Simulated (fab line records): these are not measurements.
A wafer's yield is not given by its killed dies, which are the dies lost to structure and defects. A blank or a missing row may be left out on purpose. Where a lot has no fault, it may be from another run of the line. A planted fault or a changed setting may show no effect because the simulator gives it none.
Problem report, 8D (eight disciplines) form, completed by code || flow nand-harc || the parts of the form that need people (team, actions taken, sign-off) are left out

1. WHAT WENT WRONG
At NHARC_A_SOURCE_PLATE_INSPECT_08, raw-defect-count averages 338 over 6 wafers from 2 lots, while fault-free wafers read 55, standard deviation 22. Measured from the usual mean, that is +13 standard deviations.
The first sign was on wafer L737.2 at day 11 21:26, on defect-inspect-02. The record has a number at this step for 39 wafers belonging to 13 lots. The rule behind "out" and "out of limits": a value lying over 4 standard deviations away from the usual mean. Any other wafer with a number is counted as sound.

2. WHAT IT IS, WHAT IT ISN'T
{"question": "which readings at this step", "is": "raw-defect-count", "is not": "-"}
{"question": "which lots", "is": "L737, L739", "is not": "L727, L728, L730, L731, L732, L736, L746, L747, L748, L749, L750"}
{"question": "which wafers of those lots", "is": "all that have a number", "is not": "-"}
{"question": "read on which gauges", "is": "defect-inspect-01, defect-inspect-02", "is not": "-"}
{"question": "when", "is": "from day 11 21:26", "is not": "up to then (18 sound wafers); but 15 sound wafers of L746, L747, L748, L749, L750 came after"}

3. SUSPECTS, AND WHAT RULES EACH OUT
Counting: a tool at a process step up to the reading stays a suspect if it ran every lot that is out and no sound lot after the first of them.
- ruled out: the gauge at NHARC_A_SOURCE_PLATE_INSPECT_08. 2 gauges (defect-inspect-01, defect-inspect-02) read the wafers that are out.
- rie-si-04 at NHARC_A_ZERO_WELL_ETCH_13 (etches the open film in HBr/Cl2, target depth 120 nm, time 40.1 s): ruled out as a lasting fault. The sound lots L746, L748, L750 went through it after L737, its earliest lot that is out (day 11 00:56).
- lpcvd-poly-02 at NHARC_A_SOURCE_PLATE_CVD_03 (deposits poly-Si, target thk 200 nm, time 4000 s): ruled out as a lasting fault. The sound lots L746, L747, L748, L749 went through it after L737, its earliest lot that is out (day 11 11:25).
Left after counting: nothing in the record.

4. THE CAUSE (what the simulator had put in)
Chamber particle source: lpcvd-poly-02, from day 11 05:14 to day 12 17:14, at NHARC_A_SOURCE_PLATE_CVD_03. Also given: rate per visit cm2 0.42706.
The count ruled it out by mistake, since the rule takes a fault to strike every lot its tool runs from the start of the fault on, and this one did not do so.

5. SEQUENCE OF EFFECTS, ordered by route
Each row: a reading whose mean over the struck wafers that have a number lies more than 3 standard deviations from the usual. Only readings whose record carries a usual standard deviation are examined. hours: median over the lots of the time between each lot's start at the first step of this table that gives one and its start at this step. sigmas: the change, counted in usual standard deviations.
{"hours": 0, "step": "NHARC_A_SOURCE_PLATE_INSPECT_08", "reading": "raw-defect-count", "usual": 55, "on struck wafers": 338, "change": "+284", "sigmas": "+13"}
Later measuring or inspecting steps at which every struck wafer that the step has a row for has a number for every such reading, and none has moved that far: NHARC_END_SORT_01.

6. WHAT WOULD HAVE CAUGHT IT SOONER
The first out-of-limits reading at a measuring or inspecting step in this record came at day 11 21:26, 16 hours after the fault's start at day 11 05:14.
An alarm limit of 4 standard deviations would not have fired on the tool readings at NHARC_A_SOURCE_PLATE_CVD_03 for which the record gives a usual standard deviation, since none of them was out on any struck wafer.
